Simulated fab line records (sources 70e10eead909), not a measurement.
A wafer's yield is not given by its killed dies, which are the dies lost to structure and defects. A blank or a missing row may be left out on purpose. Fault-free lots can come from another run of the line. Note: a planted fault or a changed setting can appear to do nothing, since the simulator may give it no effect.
fab line records    flow nand-harc
record: lots: 24  wafers: 72  last-day: 34
route steps=1302 shown A_SGD_CUT@921 A_SLIT@933 A_WL_FILL@966 A_CONTACT@983
lots untouched by any fault: they come from a run of this same line in which no faults occurred
start-h: start of the lot's first displayed wafer, in hours after the record's first day    wait-h: hours elapsed since this lot's preceding step    " the same as in the row above    L1.1+2: one row covering several wafers at once    - no value, or no start given    * or withheld: withheld    < > ~ a bound
route shown NAME@n: names a module that has steps shown in the file, with the first one's number in the route    usual: mean/standard deviation of fault-free wafers    same: alike in all rows    chamber/n: place in a boat    sites: per-site readings    _std_site: their standard deviation    _edge_site: inner sites' mean taken away from outer sites' mean    radius-mm: for every site, how far away it sits from the centre of the wafer    mask NAME#n: copy n    behind: the last tool/chamber to shape the wafer    hold: the reason the lot was held/the length of the hold in hours/how it ended    device: the n, p or np transistor that did not switch    end of line: the route-end tests of the same wafers    a step given without rows: its recipe and nothing more    killed: not the wafer's yield, but the dies lost to structure and defects at the first sort    map: dies across one wafer; x = killed, . = not, _ = none there
set.NAME: setting as actually run; set.NAME@STEP: the setting as run at that earlier step    model.NAME: the simulator's own value behind a step, which no gauge read
steps of the route over a sample of lots; a table a step, a row a wafer
services: from which hour (start-h, from the record's first day; less than 0 if before it) a tool's chamber was out of use, for how many hours, and why
== steps ==
step: NHARC_A_SGD_CUT_INSPECT_25
usual: raw-defect-count: 375/87
lot.wafer  tool               chamber  start-h  wait-h  raw-defect-count
L075.1     defect-inspect-02  -        448.51   -       370
L075.3     "                  -        "        "       444
L075.4     "                  -        "        "       440
L076.2     defect-inspect-01  -        448.52   -       686
L076.3     "                  -        "        "       684
L076.6     "                  -        "        "       492
L074.2     defect-inspect-01  -        453.25   -       337
L074.3     "                  -        "        "       330
L074.4     "                  -        "        "       419
L080.3     defect-inspect-01  -        489.39   -       331
L080.4     "                  -        "        "       344
L080.5     "                  -        "        "       298
L077.2     defect-inspect-02  -        489.39   -       302
L077.3     "                  -        "        "       399
L077.6     "                  -        "        "       333
L078.1     defect-inspect-01  -        489.40   -       451
L078.4     "                  -        "        "       519
L078.5     "                  -        "        "       427
L079.1     defect-inspect-01  -        500.06   -       443
L079.4     "                  -        "        "       460
L079.6     "                  -        "        "       375
L081.2     defect-inspect-02  -        519.56   -       435
L081.3     "                  -        "        "       361
L081.6     "                  -        "        "       372
L082.1     defect-inspect-01  -        532.79   -       394
L082.5     "                  -        "        "       328
L082.6     "                  -        "        "       333
L083.3     defect-inspect-02  -        532.80   -       375
L083.4     "                  -        "        "       390
L083.6     "                  -        "        "       333
L084.3     defect-inspect-02  -        543.76   -       446
L084.4     "                  -        "        "       323
L084.6     "                  -        "        "       491
L085.3     defect-inspect-01  -        553.50   -       393
L085.5     "                  -        "        "       323
L085.6     "                  -        "        "       362
L088.2     defect-inspect-02  -        571.84   -       333
L088.3     "                  -        "        "       407
L088.5     "                  -        "        "       393
L086.2     defect-inspect-02  -        571.84   -       458
L086.4     "                  -        "        "       279
L086.6     "                  -        "        "       303
L089.2     defect-inspect-01  -        571.84   -       347
L089.3     "                  -        "        "       266
L089.4     "                  -        "        "       357
L087.2     defect-inspect-02  -        575.28   -       273
L087.5     "                  -        "        "       184
L087.6     "                  -        "        "       269
L090.1     defect-inspect-01  -        595.00   -       308
L090.2     "                  -        "        "       343
L090.3     "                  -        "        "       404
L091.2     defect-inspect-02  -        595.04   -       403
L091.4     "                  -        "        "       409
L091.5     "                  -        "        "       462
L092.2     defect-inspect-02  -        619.02   -       418
L092.4     "                  -        "        "       486
L092.5     "                  -        "        "       341
L093.1     defect-inspect-01  -        619.07   -       454
L093.2     "                  -        "        "       406
L093.4     "                  -        "        "       291
L094.1     defect-inspect-02  -        646.50   -       396
L094.2     "                  -        "        "       310
L094.4     "                  -        "        "       418
L096.2     defect-inspect-02  -        656.36   -       276
L096.4     "                  -        "        "       307
L096.6     "                  -        "        "       282
L095.2     defect-inspect-01  -        656.45   -       330
L095.4     "                  -        "        "       357
L095.5     "                  -        "        "       297
L097.2     defect-inspect-01  -        682.34   -       329
L097.4     "                  -        "        "       413
L097.6     "                  -        "        "       346
step: NHARC_A_SLIT_CD_MEAS_09
recipe: target-cd-nm: 300  landing-energy-ev: 500
usual: cd-nm: 299.9/0.44
lot.wafer  tool       chamber  start-h  wait-h  cd-nm
L076.2     cd-sem-03  0        453.39   -       299.9
L076.3     "          0        "        "       299.3
L076.6     "          0        "        "       300.1
L075.1     cd-sem-01  0        453.56   -       300.3
L075.3     "          0        "        "       299.7
L075.4     "          0        "        "       299.9
L074.2     cd-sem-02  0        459.22   -       300.7
L074.3     "          0        "        "       300.5
L074.4     "          0        "        "       300.1
L080.3     cd-sem-03  0        495.51   -       300.3
L080.4     "          0        "        "       300.3
L080.5     "          0        "        "       300.2
L077.2     cd-sem-01  0        495.99   -       300.1
L077.3     "          0        "        "       300.3
L077.6     "          0        "        "       300.1
L078.1     cd-sem-03  0        499.15   -       300.0
L078.4     "          0        "        "       299.7
L078.5     "          0        "        "       300.1
L079.1     cd-sem-03  0        505.47   -       299.3
L079.4     "          0        "        "       300.4
L079.6     "          0        "        "       299.8
L081.2     cd-sem-02  0        524.63   -       299.7
L081.3     "          0        "        "       299.7
L081.6     "          0        "        "       299.5
L082.1     cd-sem-02  0        538.96   -       300.0
L082.5     "          0        "        "       299.0
L082.6     "          0        "        "       299.2
L083.3     cd-sem-02  0        539.82   -       299.3
L083.4     "          0        "        "       299.6
L083.6     "          0        "        "       299.5
L084.3     cd-sem-02  0        549.25   -       299.7
L084.4     "          0        "        "       300.1
L084.6     "          0        "        "       299.6
L085.3     cd-sem-03  0        558.61   -       300.3
L085.5     "          0        "        "       300.1
L085.6     "          0        "        "       300.1
L088.2     cd-sem-02  0        576.57   -       299.0
L088.3     "          0        "        "       299.8
L088.5     "          0        "        "       299.5
L086.2     cd-sem-02  0        576.82   -       300.5
L086.4     "          0        "        "       300.2
L086.6     "          0        "        "       299.7
L089.2     cd-sem-02  0        577.22   -       299.9
L089.3     "          0        "        "       300.1
L089.4     "          0        "        "       300.4
L087.2     cd-sem-02  0        581.04   -       300.2
L087.5     "          0        "        "       300.3
L087.6     "          0        "        "       300.5
L090.1     cd-sem-02  0        600.85   -       300.0
L090.2     "          0        "        "       299.8
L090.3     "          0        "        "       300.0
L091.2     cd-sem-03  0        601.22   -       299.7
L091.4     "          0        "        "       300.7
L091.5     "          0        "        "       300.3
L092.2     cd-sem-03  0        628.82   -       299.8
L092.4     "          0        "        "       300.4
L092.5     "          0        "        "       299.7
L093.1     cd-sem-01  0        629.13   -       299.8
L093.2     "          0        "        "       300.5
L093.4     "          0        "        "       300.0
L094.1     cd-sem-01  0        651.46   -       299.9
L094.2     "          0        "        "       300.2
L094.4     "          0        "        "       300.2
L095.2     cd-sem-03  0        661.26   -       299.6
L095.4     "          0        "        "       298.6
L095.5     "          0        "        "       299.6
L096.2     cd-sem-01  0        661.41   -       300.1
L096.4     "          0        "        "       300.1
L096.6     "          0        "        "       299.9
L097.2     cd-sem-02  0        687.16   -       300.3
L097.4     "          0        "        "       300.4
L097.6     "          0        "        "       299.7
step: NHARC_A_SLIT_ETCH_26
recipe: bias-v: 400  source-w: 2000  pressure-mtorr: 25  time-s: 90  ar-flow-sccm: 375  c4f8-flow-sccm: 41.7  o2-flow-sccm: 83.3  target-depth-a: 4000  chemistry: C4F8/O2/Ar
usual: bias-v: 401/4.3  drypump-motor-current-A: 6.1/0.32  showerhead-plenum-p-Torr: 3.75/0.17  throttle-valve-pct: 27.619/0.0094
lot.wafer  tool         chamber  start-h  wait-h  bias-v  drypump-motor-current-A  rf-hours-counter-h  showerhead-plenum-p-Torr  throttle-valve-pct
L076.2     har-etch-02  1        458.43   3.0     405     5.7                      42                  3.96                      27.630
L076.3     "            1        "        "       396     5.8                      -                   3.96                      27.626
L076.6     "            1        "        "       408     5.7                      -                   3.96                      27.632
L075.1     har-etch-01  1        459.54   3.0     402     5.9                      260                 3.67                      27.617
L075.4     "            1        "        "       398     5.8                      -                   3.67                      27.611
L075.3     "            0        "        "       408     6.2                      -                   3.53                      27.620
L074.2     har-etch-02  0        464.30   2.4     398     6.5                      45                  3.91                      27.625
L074.3     "            1        "        "       395     5.7                      -                   3.95                      27.635
L074.4     "            0        "        "       391     6.5                      -                   3.91                      27.602
L080.4     har-etch-01  1        500.65   1.9     411     5.9                      -                   3.66                      27.618
L080.3     "            0        "        "       405     6.2                      -                   3.52                      27.626
L080.5     "            0        "        "       408     6.2                      -                   3.52                      27.609
L077.2     har-etch-02  0        501.10   2.5     389     6.5                      61                  3.90                      27.623
L077.3     "            1        "        "       398     5.7                      -                   3.94                      27.622
L077.6     "            1        "        "       398     5.7                      -                   3.95                      27.617
L078.1     har-etch-02  1        504.89   3.0     401     5.7                      64                  3.94                      27.618
L078.4     "            1        "        "       392     5.7                      -                   3.94                      27.624
L078.5     "            0        "        "       403     6.5                      -                   3.90                      27.624
L079.1     har-etch-01  1        513.82   3.0     400     5.9                      287                 3.66                      27.619
L079.4     "            0        "        "       408     6.2                      -                   3.51                      27.636
L079.6     "            0        "        "       399     6.2                      -                   3.51                      27.614
L081.2     har-etch-01  0        529.73   3.0     397     6.2                      294                 3.51                      27.617
L081.3     "            1        "        "       402     5.9                      -                   3.65                      27.612
L081.6     "            0        "        "       391     6.2                      -                   3.51                      27.604
L082.1     har-etch-02  1        544.03   3.0     396     5.7                      87                  3.93                      27.612
L082.5     "            1        "        "       392     5.7                      -                   3.93                      27.615
L082.6     "            0        "        "       396     6.5                      -                   3.88                      27.614
L083.4     har-etch-01  0        546.27   1.9     404     6.2                      -                   3.50                      27.618
L083.3     "            1        "        "       403     5.9                      -                   3.65                      27.633
L083.6     "            1        "        "       404     5.9                      -                   3.65                      27.618
L084.3     har-etch-02  1        554.31   1.8     406     5.7                      -                   3.92                      27.630
L084.4     "            0        "        "       398     6.5                      -                   3.88                      27.606
L084.6     "            1        "        "       410     5.7                      -                   3.92                      27.613
L085.3     har-etch-02  1        563.74   1.9     401     5.7                      -                   3.92                      27.619
L085.6     "            1        "        "       401     5.7                      -                   3.92                      27.617
L085.5     "            0        "        "       400     6.5                      -                   3.87                      27.631
L088.2     har-etch-01  0        581.68   2.5     396     6.2                      325                 3.49                      27.626
L088.3     "            0        "        "       398     6.2                      -                   3.49                      27.624
L088.5     "            0        "        "       399     6.2                      -                   3.49                      27.612
L086.2     har-etch-02  1        581.92   3.1     400     5.7                      110                 3.92                      27.611
L086.4     "            0        "        "       399     6.5                      -                   3.87                      27.605
L086.6     "            0        "        "       399     6.5                      -                   3.87                      27.615
L089.2     har-etch-01  1        585.49   2.5     395     5.9                      329                 3.63                      27.611
L089.4     "            0        "        "       392     6.2                      -                   3.49                      27.623
L089.3     "            1        "        "       398     5.9                      -                   3.63                      27.613
L087.2     har-etch-02  1        586.08   3.0     400     5.7                      114                 3.91                      27.603
L087.5     "            1        "        "       406     5.7                      -                   3.91                      27.604
L087.6     "            0        "        "       394     6.5                      -                   3.87                      27.620
L090.1     har-etch-02  0        605.96   3.0     399     6.5                      125                 3.86                      27.622
L090.2     "            1        "        "       396     5.7                      125                 3.91                      27.615
L090.3     "            1        "        "       396     5.7                      -                   3.91                      27.611
L091.2     har-etch-01  0        606.29   2.4     400     6.2                      344                 3.48                      27.626
L091.4     "            1        "        "       401     5.9                      -                   3.63                      27.616
L091.5     "            0        "        "       399     6.2                      -                   3.48                      27.632
L092.2     har-etch-01  0        633.93   3.1     402     6.2                      356                 3.47                      27.611
L092.4     "            1        "        "       395     5.9                      -                   3.62                      27.593
L092.5     "            1        "        "       395     5.9                      -                   3.62                      27.611
L093.1     har-etch-02  1        634.54   3.0     398     5.7                      141                 3.90                      27.610
L093.2     "            0        "        "       409     6.6                      141                 3.85                      27.633
L093.4     "            0        "        "       398     6.6                      -                   3.85                      27.619
L094.2     har-etch-01  0        659.27   3.0     401     6.2                      371                 3.47                      27.625
L094.1     "            1        "        "       403     5.9                      371                 3.61                      27.619
L094.4     "            1        "        "       407     5.9                      -                   3.61                      27.629
L095.2     har-etch-01  0        666.31   2.4     400     6.2                      375                 3.46                      27.610
L095.4     "            0        "        "       405     6.2                      -                   3.46                      27.622
L095.5     "            1        "        "       394     5.9                      -                   3.61                      27.617
L096.2     har-etch-02  1        669.25   2.4     400     5.7                      160                 3.89                      27.635
L096.4     "            1        "        "       404     5.7                      -                   3.89                      27.620
L096.6     "            0        "        "       398     6.6                      -                   3.84                      27.618
L097.2     har-etch-02  1        692.21   2.4     403     5.7                      171                 3.88                      27.623
L097.4     "            0        "        "       400     6.6                      -                   3.83                      27.617
L097.6     "            0        "        "       403     6.5                      -                   3.83                      27.625
step: NHARC_A_WL_FILL_ETCHBACK_16
recipe: target-depth-a: 1200  time-s: 24  c4f8-flow-sccm: withheld  o2-flow-sccm: 8  ar-flow-sccm: withheld  rf-w: 600  bias-w: 800  chemistry: C4F8/O2/Ar
usual: oes-product-au: 0.98/0.033  rf-vpp-V: 723/4.7
lot.wafer  tool         chamber  start-h  wait-h  oes-product-au  rf-hours-counter-h  rf-vpp-V
L075.1     rie-diel-09  2        -        -       0.93            4.8                 732
L075.4     "            3        "        "       0.92            4.8                 722
L075.3     "            1        "        "       0.93            4.9                 730
L076.3     rie-diel-12  3        -        -       1.00            0.3                 720
L076.2     "            2        "        "       1.00            0.4                 728
L076.6     "            3        "        "       1.00            -                   720
L074.2     rie-diel-10  3        -        -       0.99            3.3                 717
L074.4     "            1        "        "       0.99            3.0                 721
L074.3     "            2        "        "       0.99            3.1                 718
L077.2     rie-diel-10  2        -        -       1.01            5.3                 718
L077.3     "            0        "        "       1.00            5.3                 728
L077.6     "            2        "        "       1.02            -                   719
L080.4     rie-diel-10  2        -        -       1.01            5.4                 717
L080.3     "            3        "        "       1.00            5.8                 719
L080.5     "            2        "        "       1.01            -                   719
L078.1     rie-diel-12  3        -        -       1.01            1.5                 720
L078.4     "            1        "        "       0.99            1.5                 727
L078.5     "            3        "        "       1.00            -                   720
L079.1     rie-diel-12  2        -        -       0.99            1.9                 730
L079.4     "            3        "        "       1.00            1.9                 720
L079.6     "            0        "        "       0.92            -                   719
L081.3     rie-diel-09  2        -        -       1.00            1.3                 731
L081.2     "            0        "        "       0.98            1.5                 725
L081.6     "            3        "        "       1.00            -                   724
L082.1     rie-diel-10  3        -        -       1.00            8.4                 717
L082.6     "            2        "        "       1.00            -                   717
L082.5     "            3        "        "       0.99            -                   716
L083.3     rie-diel-09  0        -        -       0.97            1.7                 723
L083.4     "            1        "        "       0.98            1.7                 729
L083.6     "            3        "        "       0.98            -                   722
L084.4     rie-diel-10  0        -        -       1.00            8.5                 727
L084.3     "            1        "        "       1.01            8.8                 723
L084.6     "            0        "        "       1.00            -                   728
L085.3     rie-diel-12  0        -        -       0.98            2.8                 718
L085.6     "            2        "        "       0.97            -                   728
L085.5     "            3        "        "       0.99            -                   721
L086.2     rie-diel-12  2        -        -       0.92            3.3                 730
L086.4     "            0        "        "       0.92            3.0                 720
L086.6     "            2        "        "       0.93            -                   729
L088.3     rie-diel-09  1        -        -       1.00            2.7                 729
L088.2     "            3        "        "       1.00            2.1                 722
L088.5     "            0        "        "       1.00            -                   724
L087.2     rie-diel-09  0        -        -       0.92            2.6                 723
L087.5     "            0        "        "       0.92            -                   724
L087.6     "            1        "        "       0.92            -                   728
L089.2     rie-diel-12  0        -        -       0.92            3.7                 718
L089.3     "            1        "        "       0.93            4.1                 729
L089.4     "            2        "        "       0.92            4.2                 728
L091.4     rie-diel-09  3        -        -       1.00            2.5                 723
L091.2     "            1        "        "       0.99            3.0                 729
L091.5     "            0        "        "       0.98            -                   723
L090.1     rie-diel-10  1        -        -       1.00            1.5                 722
L090.2     "            2        "        "       1.01            1.2                 718
L090.3     "            3        "        "       1.01            1.4                 717
L092.4     rie-diel-09  0        -        -       0.98            3.7                 724
L092.2     "            1        "        "       0.92            3.1                 729
L092.5     "            1        "        "       0.92            -                   728
L093.1     rie-diel-10  1        -        -       0.93            3.2                 722
L093.2     "            3        "        "       0.93            3.2                 717
L093.4     "            0        "        "       0.93            3.8                 729
L094.1     rie-diel-12  0        -        -       0.93            1.3                 718
L094.4     "            2        "        "       0.93            1.7                 728
L094.2     "            3        "        "       0.92            1.9                 722
L096.4     rie-diel-09  3        -        -       0.99            0.0                 722
L096.2     "            0        "        "       0.99            0.0                 722
L096.6     "            2        "        "       0.99            -                   730
L095.2     rie-diel-10  2        -        -       1.00            4.3                 719
L095.4     "            3        "        "       0.99            4.9                 719
L095.5     "            0        "        "       0.99            -                   727
L097.2     rie-diel-10  2        -        -       0.98            5.7                 717
L097.4     "            3        "        "       0.99            6.4                 717
L097.6     "            3        "        "       0.99            -                   719
step: NHARC_A_WL_FILL_ALD_19
recipe: target-thk-a: 20  pulse-time-s: 3  ald-cycles: 100  temp-c: 450  material: TiN
usual: heater-power-w: 1076/110  precursor-pulse-height-rel: 1.003/0.021
lot.wafer  tool          chamber  start-h  wait-h  heater-power-w  precursor-pulse-height-rel
L075.1     ald-metal-02  2        483.85   0.1     1106            1.013
L075.3     "             1        "        "       974             0.961
L075.4     "             0        "        "       1331            0.981
L076.3     ald-metal-03  3        483.85   0.1     1143            1.023
L076.2     "             0        "        "       978             1.008
L076.6     "             3        "        "       1118            1.007
L074.3     ald-metal-03  3        491.18   0.1     1097            0.992
L074.4     "             0        "        "       981             0.973
L074.2     "             2        "        "       1002            1.000
L077.3     ald-metal-03  3        525.85   0.1     1121            0.996
L077.2     "             2        "        "       991             1.003
L077.6     "             0        "        "       995             0.985
L078.4     ald-metal-02  0        528.70   0.1     1344            1.016
L078.1     "             2        "        "       1093            1.024
L078.5     "             1        "        "       1027            0.989
L080.3     ald-metal-04  3        528.74   0.1     1039            1.013
L080.4     "             0        "        "       986             0.972
L080.5     "             2        "        "       963             1.002
L079.1     ald-metal-02  3        542.25   0.1     1152            1.007
L079.4     "             2        "        "       1100            1.032
L079.6     "             3        "        "       1156            0.998
L081.3     ald-metal-03  0        555.45   0.1     975             0.997
L081.2     "             1        "        "       1066            0.995
L081.6     "             0        "        "       989             0.985
L082.1     ald-metal-02  1        573.24   0.1     986             1.000
L082.6     "             1        "        "       1009            1.020
L082.5     "             2        "        "       1103            0.985
L083.4     ald-metal-04  1        573.28   0.1     1073            0.999
L083.3     "             2        "        "       963             0.970
L083.6     "             0        "        "       981             1.037
L084.4     ald-metal-04  2        581.62   0.1     980             1.020
L084.3     "             1        "        "       1089            0.988
L084.6     "             3        "        "       1063            0.966
L085.3     ald-metal-02  0        590.57   0.1     1378            0.987
L085.5     "             0        "        "       1338            1.008
L085.6     "             1        "        "       996             1.022
L086.2     ald-metal-04  0        607.11   0.1     999             1.018
L086.4     "             2        "        "       976             1.023
L086.6     "             3        "        "       1061            1.011
L088.2     ald-metal-02  1        607.12   0.1     1018            1.035
L088.3     "             3        "        "       1145            1.015
L088.5     "             1        "        "       1015            0.993
L089.4     ald-metal-03  1        610.45   0.1     1069            1.007
L089.3     "             2        "        "       1010            1.019
L089.2     "             3        "        "       1073            1.006
L087.2     ald-metal-04  1        610.49   0.1     1113            1.005
L087.6     "             3        "        "       1065            1.013
L087.5     "             0        "        "       979             1.037
L091.4     ald-metal-02  0        631.19   0.1     1355            1.001
L091.2     "             1        "        "       1010            1.018
L091.5     "             3        "        "       1101            1.019
L090.1     ald-metal-04  1        634.00   0.1     1074            0.991
L090.3     "             2        "        "       963             1.012
L090.2     "             3        "        "       1059            0.973
L093.4     ald-metal-03  2        662.49   0.1     1020            1.006
L093.2     "             0        "        "       1022            0.998
L093.1     "             1        "        "       1059            1.030
L092.2     ald-metal-02  0        662.51   0.1     1336            1.023
L092.4     "             1        "        "       999             0.997
L092.5     "             0        "        "       1324            1.026
L094.4     ald-metal-04  3        688.24   0.1     1089            0.993
L094.2     "             0        "        "       988             0.968
L094.1     "             1        "        "       1032            1.025
L095.2     ald-metal-02  3        691.79   0.1     1098            1.000
L095.4     "             0        "        "       1313            1.015
L095.5     "             2        "        "       1149            1.018
L096.2     ald-metal-03  3        691.79   0.1     1090            0.962
L096.4     "             1        "        "       1055            0.985
L096.6     "             2        "        "       1021            1.011
L097.4     ald-metal-04  0        717.71   0.1     1009            1.002
L097.2     "             2        "        "       943             1.002
L097.6     "             0        "        "       990             1.006
step: NHARC_A_CONTACT_DEP_24
recipe: target-thk-a: 5000  temp-c: 400  pressure-torr: 6.5  rf-w: 900  teos-flow-sccm: 161.4  flow-sccm: 2650  target-thk-nm: 500  gas: O2  material: SiO2
usual: heater-power-w: 470/82  throttle-valve-pct: 16.0/0.65
lot.wafer  tool      chamber  start-h  wait-h  heater-power-w  throttle-valve-pct
L076.2     pecvd-04  2        484.78   0.1     511             15.5
L076.3     "         0        "        "       612             15.7
L076.6     "         0        "        "       639             15.3
L075.3     pecvd-02  2        484.86   0.1     329             15.6
L075.1     "         0        "        "       514             15.2
L075.4     "         0        "        "       523             15.5
L074.2     pecvd-04  0        492.11   0.1     643             15.6
L074.3     "         1        "        "       455             16.7
L074.4     "         2        "        "       462             15.8
L077.2     pecvd-04  1        526.79   0.1     415             16.8
L077.3     "         2        "        "       546             15.9
L077.6     "         0        "        "       614             15.8
L080.3     pecvd-02  1        529.76   0.2     376             16.4
L080.5     "         2        "        "       317             15.3
L080.4     "         1        "        "       402             16.5
L078.1     pecvd-01  0        529.76   0.2     566             16.7
L078.4     "         1        "        "       508             16.1
L078.5     "         0        "        "       582             16.6
L079.1     pecvd-02  0        543.29   0.2     436             15.5
L079.4     "         1        "        "       438             16.6
L079.6     "         0        "        "       466             15.8
L081.2     pecvd-04  2        556.36   0.1     490             15.9
L081.3     "         1        "        "       482             17.0
L081.6     "         2        "        "       520             15.9
L082.1     pecvd-04  0        574.15   0.1     627             15.5
L082.5     "         0        "        "       498             15.5
L082.6     "         1        "        "       362             17.0
L083.3     pecvd-02  2        574.19   0.1     333             15.6
L083.6     "         0        "        "       399             15.4
L083.4     "         1        "        "       468             16.6
L084.3     pecvd-02  2        582.61   0.1     297             15.8
L084.4     "         1        "        "       412             16.7
L084.6     "         2        "        "       315             16.0
L085.3     pecvd-01  1        591.61   0.2     449             16.2
L085.5     "         2        "        "       460             15.2
L085.6     "         1        "        "       476             15.9
L088.3     pecvd-01  1        608.05   0.1     507             16.0
L088.2     "         0        "        "       586             17.1
L088.5     "         2        "        "       551             14.7
L086.2     pecvd-04  2        608.06   0.1     461             15.9
L086.6     "         2        "        "       493             16.0
L086.4     "         0        "        "       636             15.4
L089.3     pecvd-02  0        611.34   0.1     483             15.7
L089.2     "         2        "        "       371             15.6
L089.4     "         2        "        "       382             15.8
L087.2     pecvd-01  2        611.50   0.2     493             14.8
L087.6     "         1        "        "       495             16.1
L087.5     "         2        "        "       507             15.2
L091.2     pecvd-01  0        632.22   0.2     499             17.4
L091.5     "         1        "        "       567             16.2
L091.4     "         0        "        "       553             17.2
L090.3     pecvd-02  1        634.91   0.1     425             16.5
L090.2     "         2        "        "       310             15.9
L090.1     "         0        "        "       486             15.6
L092.2     pecvd-02  0        663.54   0.2     412             15.9
L092.4     "         2        "        "       389             15.9
L092.5     "         0        "        "       433             16.0
L093.1     pecvd-04  1        663.60   0.1     470             16.4
L093.2     "         2        "        "       494             15.7
L093.4     "         0        "        "       538             15.7
L094.2     pecvd-01  0        689.15   0.1     601             16.2
L094.1     "         2        "        "       541             14.1
L094.4     "         0        "        "       597             16.3
L096.2     pecvd-04  2        692.76   0.1     506             15.4
L096.6     "         1        "        "       423             16.9
L096.4     "         0        "        "       437             15.7
L095.2     pecvd-02  0        692.78   0.2     499             15.9
L095.4     "         1        "        "       387             16.7
L095.5     "         2        "        "       357             16.2
L097.2     pecvd-02  0        718.73   0.2     476             15.8
L097.6     "         1        "        "       455             16.8
L097.4     "         2        "        "       373             16.4
== services ==
tool          chamber  start-h  hours  kind
rie-diel-12   2        438.62   13.4   repair
rie-diel-12   -        445.40   9.0    pm
pecvd-04      -        450.21   13.0   pm
pecvd-02      1        454.41   6.2    repair
ald-metal-04  1        472.86   5.7    repair
ald-metal-04  -        474.00   10.0   pm
ald-metal-02  3        481.90   7.1    repair
rie-diel-09   -        497.10   9.0    pm
pecvd-04      -        502.11   2.8    repair
ald-metal-04  0        502.48   25.0   repair
ald-metal-04  1        502.64   4.4    repair
rie-diel-09   3        518.08   1.9    repair
rie-diel-10   -        588.33   0.5    repair
pecvd-02      -        589.71   13.0   pm
rie-diel-10   -        596.50   9.0    pm
ald-metal-02  -        610.00   10.0   pm
pecvd-04      -        631.21   13.0   pm
rie-diel-09   1        640.92   15.7   repair
ald-metal-04  2        647.78   9.2    repair
ald-metal-04  -        652.00   10.0   pm
ald-metal-02  -        658.72   0.2    repair
pecvd-04      0        664.99   2.0    repair
rie-diel-09   -        674.10   9.0    pm
rie-diel-10   -        690.72   0.4    repair
== key ==
fault none
